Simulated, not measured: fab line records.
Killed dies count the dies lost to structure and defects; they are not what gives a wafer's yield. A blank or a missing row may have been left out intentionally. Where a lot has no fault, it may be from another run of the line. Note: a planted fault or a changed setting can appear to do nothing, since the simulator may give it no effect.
Code-filled problem report in 8D (eight disciplines) form	flow n5_finfet	the parts of the form that need people (team, actions taken, sign-off) are left out

## 1. WHAT IS WRONG
Mean of killed_at_M4_up at N5_PASSIVATION_PROBE_49: 122 across 2 wafers in 2 lots; on wafers with no fault it is 13 (standard deviation 6). That puts it +18 standard deviations away from the usual mean.
Earliest sighting: wafer L904.1 on prober-02 at day 15 16:55. The record holds 6 wafers of 2 lots with a number at this step. Rule for "out" (also "out of limits"): further than 4 standard deviations from the usual mean. Any other wafer with a number is counted as sound.

## 2. WHAT IT IS; WHAT IT IS NOT
question	is	is not
which readings at this step	killed_at_M4_up, defect_limited_yield, killed_dies, sort_bin_5_function, sort_n_pass, sort_yield_pct	killed_at_M0_to_M3, killed_at_contacts, killed_at_front_end, killed_at_other, killed_on_rim, killed_open, killed_short, sort_bin_6_memory
which lots	L904, L906	-
which wafers of those lots	L904.1, L906.4	L904.3, L904.6, L906.3, L906.5
read on which tools	prober-01, prober-02	-
when	from day 15 16:55	up to then (0 sound wafers); but 4 sound wafers of L904, L906 came after

## 3. SUSPECTS, AND WHAT RULES EACH OUT
Counting: any tool at a process step up to the reading remains a suspect provided it ran every lot that is out. Sound lots after the first of them don't rule it out here, since some wafers of a struck lot are sound.
- rie_diel-03 at N5_BEOL_M10_VIA_ETCH_34 (etches SiCOH lowk in C4F6/O2, target depth 184.5 nm, time 69.2 s): kept. It ran every lot that is out, first L904 (day 13 07:07).
- rie_diel-06 at N5_PASSIVATION_PASS_ETCH_47 (etches SiNx in CF4/O2, target depth 770 nm, time 385 s): kept. It ran every lot that is out, first L904 (day 15 13:14).
- At N5_BEOL_M10_VIA_ETCH_34, inside rie_diel-03: chamber 2 took the wafers that are out, while their sound lot-mates went through chambers 0, 3.
What counting leaves: rie_diel-03 at N5_BEOL_M10_VIA_ETCH_34 and rie_diel-06 at N5_PASSIVATION_PASS_ETCH_47.

## 4. THE CAUSE (what the simulator had put in)
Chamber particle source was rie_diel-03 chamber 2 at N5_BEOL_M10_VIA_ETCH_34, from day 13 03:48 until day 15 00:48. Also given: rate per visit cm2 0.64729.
Counting leaves 2 suspects; this tool is one of them.

## 5. SEQUENCE OF EFFECTS, ordered by route
Each row: a reading whose mean over the struck wafers that have a number lies more than 3 standard deviations from the usual. Readings are gone through only where the record gives a usual standard deviation; hours: the median, over the lots, of the time from a lot's start at the first step in this table giving one to that lot's start at this step; sigmas: the change measured in usual standard deviations.
hours	step	reading	usual	on struck wafers	change	sigmas
0	N5_PASSIVATION_PROBE_49	defect_limited_yield	91.2 %	82.2	-9.0	-6.0
0	N5_PASSIVATION_PROBE_49	killed_at_M4_up	13	122	+110	+18
0	N5_PASSIVATION_PROBE_49	killed_dies	104	210	+106	+6.2
0	N5_PASSIVATION_PROBE_49	sort_bin_5_function	5.1 %	11.7	+6.6	+7.3
0	N5_PASSIVATION_PROBE_49	sort_n_pass	1076	970	-106	-6.2
0	N5_PASSIVATION_PROBE_49	sort_yield_pct	91.2 %	82.2	-9.0	-6.0
Here are the process steps it includes:
- N5_PASSIVATION_PROBE_49

## 6. HOW IT WOULD HAVE BEEN CAUGHT EARLIER
First out-of-limits reading in this record: day 15 16:55, which is 61 hours after fault onset at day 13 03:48.
Of the tool readings at N5_BEOL_M10_VIA_ETCH_34 for which the record gives a usual standard deviation, none was out on any struck wafer, so an alarm limit of 4 standard deviations on them would not have fired.
All the lots that are out (2) had begun N5_BEOL_M10_VIA_ETCH_34 on rie_diel-03 by day 15 16:55. Had the tool been put on hold then, not one of them would have been saved.
